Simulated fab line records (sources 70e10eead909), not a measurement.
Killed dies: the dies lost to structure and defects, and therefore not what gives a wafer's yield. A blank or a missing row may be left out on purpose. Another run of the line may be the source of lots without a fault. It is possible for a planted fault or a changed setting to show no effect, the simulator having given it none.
Chamber matching + flow nand harc + NHARC_P_CONTACT_STRIP_28 on rie diel-01 has 4 sister chambers
The step strips in O2. 16 wafers are shown with their chamber, then 8 later ones without.

== WAFERS, EACH WITH ITS CHAMBER ==
| wafer  | chamber | drypump motor current A (A) | oes product au (a.u.) | rf vpp V (V) |
|--------|---------|-----------------------------|-----------------------|--------------|
| L076.4 | 1       | 5.6                         | 1.010                 | 56.3         |
| L076.5 | 1       | 5.5                         | 1.008                 | 59.3         |
| L076.6 | 0       | 5.1                         | 1.006                 | 56.4         |
| L077.1 | 0       | 5.1                         | 1.010                 | 58.5         |
| L077.4 | 3       | 6.7                         | 0.986                 | 58.2         |
| L077.6 | 2       | 4.9                         | 1.034                 | 58.8         |
| L082.1 | 0       | 5.1                         | 1.014                 | 57.6         |
| L082.4 | 2       | 4.9                         | 1.017                 | 58.6         |
| L082.6 | 3       | 6.8                         | 0.977                 | 57.0         |
| L088.2 | 0       | 5.1                         | 1.020                 | 56.5         |
| L088.3 | 3       | 6.8                         | 0.975                 | 56.1         |
| L088.6 | 0       | 5.1                         | 1.003                 | 57.5         |
| L087.1 | 3       | 6.7                         | 0.981                 | 57.1         |
| L087.4 | 1       | 5.5                         | 1.010                 | 58.3         |
| L087.6 | 0       | 5.1                         | 1.023                 | 57.1         |
| L090.1 | 2       | 4.9                         | 1.020                 | 57.6         |

SIGNATURES (averages over the wafers above)
| reading                 | chamber 0 | chamber 1 | chamber 2 | chamber 3 | scatter within a chamber |
|-------------------------|-----------|-----------|-----------|-----------|--------------------------|
| drypump motor current A | 5.100     | 5.533     | 4.900     | 6.750     | 0.0373                   |
| oes product au          | 1.01267   | 1.00933   | 1.02367   | 0.97975   | 0.00674                  |
| rf vpp V                | 57.267    | 57.967    | 58.333    | 57.100    | 0.947                    |
Rule: a wafer's distance from a chamber is the root of the sum, over the readings, of the square of ((its reading less the chamber's mean) divided by the reading's scatter). The wafer belongs to the nearest chamber; if the next one is less than 2 further off, it can't be placed. The scatter: the root of (the sum of the squares of (reading less its chamber's mean) over the shown wafers, divided by (wafers less chambers)).

== WAFERS WITH NO CHAMBER GIVEN ==
| wafer  | drypump motor current A (A) | oes product au (a.u.) | rf vpp V (V) |
|--------|-----------------------------|-----------------------|--------------|
| L090.3 | 5.1                         | 1.014                 | 55.7         |
| L090.6 | 5.0                         | 1.025                 | 58.1         |
| L092.3 | 5.5                         | 1.005                 | 56.6         |
| L092.4 | 5.1                         | 1.016                 | 58.4         |
| L092.6 | 6.8                         | 0.981                 | 56.7         |
| L095.1 | 5.1                         | 1.024                 | 58.4         |
| L095.3 | 6.8                         | 0.996                 | 57.9         |
| L095.6 | 6.8                         | 0.982                 | 57.4         |

== THE CHAMBER EACH PASSED THROUGH ==
| wafer  | from the rows above     | in truth |
|--------|-------------------------|----------|
| L090.3 | 0                       | 0        |
| L090.6 | can't be placed: 2 or 0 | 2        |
| L092.3 | 1                       | 1        |
| L092.4 | 0                       | 0        |
| L092.6 | 3                       | 3        |
| L095.1 | 0                       | 0        |
| L095.3 | 3                       | 3        |
| L095.6 | 3                       | 3        |
Correctly placed: 7 of 8. From these rows, 1 cannot be placed; in 1 the true chamber is one of the candidates. Placed wrongly: 0.
